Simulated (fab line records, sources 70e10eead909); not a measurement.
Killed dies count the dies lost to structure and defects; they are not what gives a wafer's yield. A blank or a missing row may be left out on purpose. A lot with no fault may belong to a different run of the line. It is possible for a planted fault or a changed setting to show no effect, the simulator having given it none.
Matching of chambers	flow nand harc	NHARC_P_ZERO_WELL_DESCUM_26 on rie diel-12 has 4 sister chambers
The step chemistry O2, time 3 s. 8 wafers are shown with their chamber, then 7 later ones without.

== WAFERS WITH THEIR CHAMBER ==
wafer	chamber	showerhead plenum p Torr (Torr)	drypump motor current A (A)
L242.3	3	1.95	5.9
L242.6	1	1.82	5.5
L244.4	1	1.82	5.4
L245.1	0	1.84	5.6
L245.2	2	2.01	6.0
L245.6	2	2.01	6.0
L256.3	0	1.83	5.6
L256.5	3	1.94	5.9

== WAFERS WITHOUT THEIR CHAMBER ==
wafer	showerhead plenum p Torr (Torr)	drypump motor current A (A)
L256.6	2.00	5.9
L259.3	1.94	5.9
L259.4	1.99	6.0
L259.6	1.82	5.6
L264.3	1.80	5.4
L264.4	1.80	5.4
L264.5	1.93	5.9

== WHICH CHAMBER EACH WENT THROUGH ==
wafer	from the rows above	in truth
L256.6	2	2
L259.3	3	3
L259.4	2	2
L259.6	can't be placed: 0 or 1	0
L264.3	1	1
L264.4	1	1
L264.5	3	3
Placed correctly: 6 of 7. Cannot be placed on the basis of these rows: 1; the candidates contain the true chamber in 1. Wrongly placed: 0.
How it was worked out, from the rows above alone: a wafer's distance from a chamber is the root of the sum, over the readings, of the square of ((its reading less the chamber's mean) divided by the reading's scatter). If the next closest chamber is less than 2 further off than the closest, the wafer can't be placed; otherwise it belongs to the closest. For every chamber, the mean is computed from those of its wafers that are shown. The scatter: the root of (the sum of the squares of (reading less its chamber's mean) over the shown wafers, divided by (wafers less chambers)).
